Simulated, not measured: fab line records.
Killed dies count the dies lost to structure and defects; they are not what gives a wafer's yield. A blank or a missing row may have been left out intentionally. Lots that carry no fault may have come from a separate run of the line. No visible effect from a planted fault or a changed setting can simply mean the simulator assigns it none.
Split-lot trial :: flow n5_finfet :: 7 lots, 39 wafers read, on a route of 1938 steps

== SPLIT DETAILS ==
At N5_MOL_CONTACT_COAG_ALD_131 (deposits SiO2, target thk 5 nm, pulse time 1 s, co reactant pulse time 1 s), the setting ald_cycles was moved away from the recipe's 35 on 18 of the 39 wafers read, by -17.1% to +5.7%. The other wafers ran this setting at the recipe's value.

The reading is taken at the split's own step.

== THE READING ==
SiO2_of_MOL_CONTACT_COAG_ALD_131.thk_nm (the simulator's own value, which no gauge read), in nm, at N5_MOL_CONTACT_COAG_ALD_131 (deposits SiO2, target thk 5 nm, pulse time 1 s, co reactant pulse time 1 s). The file does not state a usual value for it.

wafer: L079.1
tool, chamber at the split: ald_sin-03, 3,1,3
ald_cycles as run: 30
against the recipe: -14.3%
SiO2_of_MOL_CONTACT_COAG_ALD_131.thk_nm, nm: 4.2
against lot-mates on the recipe: -0.8

wafer: L079.4
tool, chamber at the split: ald_sin-03, 3,1,3
ald_cycles as run: 30
against the recipe: -14.3%
SiO2_of_MOL_CONTACT_COAG_ALD_131.thk_nm, nm: 4.2
against lot-mates on the recipe: -0.8

wafer: L079.5
tool, chamber at the split: ald_sin-03, 3,1,3
ald_cycles as run: 30
against the recipe: -14.3%
SiO2_of_MOL_CONTACT_COAG_ALD_131.thk_nm, nm: 4.2
against lot-mates on the recipe: -0.8

wafer: L079.2
tool, chamber at the split: ald_sin-03, 2,0,2
ald_cycles as run: 35
against the recipe: recipe
SiO2_of_MOL_CONTACT_COAG_ALD_131.thk_nm, nm: 5
against lot-mates on the recipe: -

wafer: L079.3
tool, chamber at the split: ald_sin-03, 2,0,2
ald_cycles as run: 35
against the recipe: recipe
SiO2_of_MOL_CONTACT_COAG_ALD_131.thk_nm, nm: 5
against lot-mates on the recipe: -

wafer: L079.6
tool, chamber at the split: ald_sin-03, 2,0,2
ald_cycles as run: 35
against the recipe: recipe
SiO2_of_MOL_CONTACT_COAG_ALD_131.thk_nm, nm: 5
against lot-mates on the recipe: -

wafer: L085.1
tool, chamber at the split: ald_sin-03, 3,0,3
ald_cycles as run: 35
against the recipe: recipe
SiO2_of_MOL_CONTACT_COAG_ALD_131.thk_nm, nm: 5
against lot-mates on the recipe: -

wafer: L085.4
tool, chamber at the split: ald_sin-03, 3,0,3
ald_cycles as run: 35
against the recipe: recipe
SiO2_of_MOL_CONTACT_COAG_ALD_131.thk_nm, nm: 5
against lot-mates on the recipe: -

wafer: L085.6
tool, chamber at the split: ald_sin-03, 3,0,3
ald_cycles as run: 35
against the recipe: recipe
SiO2_of_MOL_CONTACT_COAG_ALD_131.thk_nm, nm: 5
against lot-mates on the recipe: -

wafer: L090.1
tool, chamber at the split: ald_sin-03, 2,1,3
ald_cycles as run: 35
against the recipe: recipe
SiO2_of_MOL_CONTACT_COAG_ALD_131.thk_nm, nm: 5
against lot-mates on the recipe: -

wafer: L090.3
tool, chamber at the split: ald_sin-03, 2,1,3
ald_cycles as run: 35
against the recipe: recipe
SiO2_of_MOL_CONTACT_COAG_ALD_131.thk_nm, nm: 5
against lot-mates on the recipe: -

wafer: L090.5
tool, chamber at the split: ald_sin-03, 2,1,3
ald_cycles as run: 35
against the recipe: recipe
SiO2_of_MOL_CONTACT_COAG_ALD_131.thk_nm, nm: 5
against lot-mates on the recipe: -

wafer: L090.2
tool, chamber at the split: ald_sin-03, 3,0,2
ald_cycles as run: 29
against the recipe: -17.1%
SiO2_of_MOL_CONTACT_COAG_ALD_131.thk_nm, nm: 4.2
against lot-mates on the recipe: -0.8

wafer: L090.4
tool, chamber at the split: ald_sin-03, 3,0,2
ald_cycles as run: 29
against the recipe: -17.1%
SiO2_of_MOL_CONTACT_COAG_ALD_131.thk_nm, nm: 4.2
against lot-mates on the recipe: -0.8

wafer: L090.6
tool, chamber at the split: ald_sin-03, 3,0,2
ald_cycles as run: 29
against the recipe: -17.1%
SiO2_of_MOL_CONTACT_COAG_ALD_131.thk_nm, nm: 4.2
against lot-mates on the recipe: -0.8

wafer: L093.1
tool, chamber at the split: ald_sin-01, 0
ald_cycles as run: 37
against the recipe: +5.7%
SiO2_of_MOL_CONTACT_COAG_ALD_131.thk_nm, nm: 5.2
against lot-mates on the recipe: +0.2

wafer: L093.2
tool, chamber at the split: ald_sin-01, 3,2
ald_cycles as run: 37
against the recipe: +5.7%
SiO2_of_MOL_CONTACT_COAG_ALD_131.thk_nm, nm: 5.4
against lot-mates on the recipe: +0.4

wafer: L093.3
tool, chamber at the split: ald_sin-01, 3,2
ald_cycles as run: 37
against the recipe: +5.7%
SiO2_of_MOL_CONTACT_COAG_ALD_131.thk_nm, nm: 5.4
against lot-mates on the recipe: +0.4

wafer: L093.4
tool, chamber at the split: ald_sin-01, 1,3,0
ald_cycles as run: 35
against the recipe: recipe
SiO2_of_MOL_CONTACT_COAG_ALD_131.thk_nm, nm: 5
against lot-mates on the recipe: -

wafer: L093.5
tool, chamber at the split: ald_sin-01, 1,3,0
ald_cycles as run: 35
against the recipe: recipe
SiO2_of_MOL_CONTACT_COAG_ALD_131.thk_nm, nm: 5
against lot-mates on the recipe: -

wafer: L093.6
tool, chamber at the split: ald_sin-01, 1,3,0
ald_cycles as run: 35
against the recipe: recipe
SiO2_of_MOL_CONTACT_COAG_ALD_131.thk_nm, nm: 5
against lot-mates on the recipe: -

wafer: L094.1
tool, chamber at the split: ald_sin-03, 0,2,3
ald_cycles as run: 31
against the recipe: -11.4%
SiO2_of_MOL_CONTACT_COAG_ALD_131.thk_nm, nm: 4.4
against lot-mates on the recipe: -0.6

wafer: L094.3
tool, chamber at the split: ald_sin-03, 0,2,3
ald_cycles as run: 31
against the recipe: -11.4%
SiO2_of_MOL_CONTACT_COAG_ALD_131.thk_nm, nm: 4.4
against lot-mates on the recipe: -0.6

wafer: L094.4
tool, chamber at the split: ald_sin-03, 0,2,3
ald_cycles as run: 31
against the recipe: -11.4%
SiO2_of_MOL_CONTACT_COAG_ALD_131.thk_nm, nm: 4.4
against lot-mates on the recipe: -0.6

wafer: L094.2
tool, chamber at the split: ald_sin-03, 1,2,3
ald_cycles as run: 35
against the recipe: recipe
SiO2_of_MOL_CONTACT_COAG_ALD_131.thk_nm, nm: 5
against lot-mates on the recipe: -

wafer: L094.5
tool, chamber at the split: ald_sin-03, 1,2,3
ald_cycles as run: 35
against the recipe: recipe
SiO2_of_MOL_CONTACT_COAG_ALD_131.thk_nm, nm: 5
against lot-mates on the recipe: -

wafer: L094.6
tool, chamber at the split: ald_sin-03, 1,2,3
ald_cycles as run: 35
against the recipe: recipe
SiO2_of_MOL_CONTACT_COAG_ALD_131.thk_nm, nm: 5
against lot-mates on the recipe: -

wafer: L096.1
tool, chamber at the split: ald_sin-01, 1,3,2
ald_cycles as run: 37
against the recipe: +5.7%
SiO2_of_MOL_CONTACT_COAG_ALD_131.thk_nm, nm: 5.2
against lot-mates on the recipe: +0.2

wafer: L096.2
tool, chamber at the split: ald_sin-01, 1,3,2
ald_cycles as run: 37
against the recipe: +5.7%
SiO2_of_MOL_CONTACT_COAG_ALD_131.thk_nm, nm: 5.2
against lot-mates on the recipe: +0.2

wafer: L096.3
tool, chamber at the split: ald_sin-01, 1,3,2
ald_cycles as run: 37
against the recipe: +5.7%
SiO2_of_MOL_CONTACT_COAG_ALD_131.thk_nm, nm: 5.2
against lot-mates on the recipe: +0.2

wafer: L096.4
tool, chamber at the split: ald_sin-01, 0,1,2
ald_cycles as run: 35
against the recipe: recipe
SiO2_of_MOL_CONTACT_COAG_ALD_131.thk_nm, nm: 5
against lot-mates on the recipe: -

wafer: L096.5
tool, chamber at the split: ald_sin-01, 0,1,2
ald_cycles as run: 35
against the recipe: recipe
SiO2_of_MOL_CONTACT_COAG_ALD_131.thk_nm, nm: 5
against lot-mates on the recipe: -

wafer: L096.6
tool, chamber at the split: ald_sin-01, 0,1,2
ald_cycles as run: 35
against the recipe: recipe
SiO2_of_MOL_CONTACT_COAG_ALD_131.thk_nm, nm: 5
against lot-mates on the recipe: -

wafer: L097.1
tool, chamber at the split: ald_sin-01, 0,3,1
ald_cycles as run: 32
against the recipe: -8.6%
SiO2_of_MOL_CONTACT_COAG_ALD_131.thk_nm, nm: 4.6
against lot-mates on the recipe: -0.4

wafer: L097.2
tool, chamber at the split: ald_sin-01, 0,3,1
ald_cycles as run: 32
against the recipe: -8.6%
SiO2_of_MOL_CONTACT_COAG_ALD_131.thk_nm, nm: 4.6
against lot-mates on the recipe: -0.4

wafer: L097.4
tool, chamber at the split: ald_sin-01, 0,3,1
ald_cycles as run: 32
against the recipe: -8.6%
SiO2_of_MOL_CONTACT_COAG_ALD_131.thk_nm, nm: 4.6
against lot-mates on the recipe: -0.4

wafer: L097.3
tool, chamber at the split: ald_sin-01, 2,1,0
ald_cycles as run: 35
against the recipe: recipe
SiO2_of_MOL_CONTACT_COAG_ALD_131.thk_nm, nm: 5
against lot-mates on the recipe: -

wafer: L097.5
tool, chamber at the split: ald_sin-01, 2,1,0
ald_cycles as run: 35
against the recipe: recipe
SiO2_of_MOL_CONTACT_COAG_ALD_131.thk_nm, nm: 5
against lot-mates on the recipe: -

wafer: L097.6
tool, chamber at the split: ald_sin-01, 2,1,0
ald_cycles as run: 35
against the recipe: recipe
SiO2_of_MOL_CONTACT_COAG_ALD_131.thk_nm, nm: 5
against lot-mates on the recipe: -
The file does not say which wafer passed through which chamber wherever a row lists several chambers: such a row stands for several wafers.

THE FIT
A straight line over all 39 wafers: SiO2_of_MOL_CONTACT_COAG_ALD_131.thk_nm changes by +0.0499 nm for each +1% of ald_cycles; r = +0.99; the points scatter about the line by 0.05 nm.
The same after taking each lot's own level away (the mean of its wafers on the recipe; 39 wafers): +0.0499 nm for each +1%; r = +0.99; scatter 0.05 nm.
That fit puts the effect of the largest move of ald_cycles on the reading at 0.85 nm.
The lots' own levels span 5.00 to 5.00 nm.
The two slopes agree, so the slope changes little with the lot-to-lot level.
Check: -0.869 nm against its lot-mates is what the line predicts for one of the wafers moved furthest among these (-17.1%) when that wafer is left out of the fit. Against them it came out at -0.8 nm.

== ADDITIONAL SPLITS CARRIED BY THESE WAFERS ==
Before the reading, these wafers also passed through other splits. Each is held against what the fit with the lots' levels taken away leaves over:
other split on the same wafers: N5_DUMMY_GATE_HM_DEP_06 time_s
wafers away from the commonest value: 30
r with SiO2_of_MOL_CONTACT_COAG_ALD_131.thk_nm (lot level and that fit taken away): +0.18

other split on the same wafers: N5_DUMMY_GATE_ETCH_31 target_depth_a
wafers away from the commonest value: 12
r with SiO2_of_MOL_CONTACT_COAG_ALD_131.thk_nm (lot level and that fit taken away): -0.13

other split on the same wafers: N5_DUMMY_GATE_ETCH_32 time_s
wafers away from the commonest value: 15
r with SiO2_of_MOL_CONTACT_COAG_ALD_131.thk_nm (lot level and that fit taken away): +0.10

== FILE'S OWN FIT ==
SiO2_of_MOL_CONTACT_COAG_ALD_131.thk_nm changes by +0.0501 nm for each +1% of ald_cycles, r = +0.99.
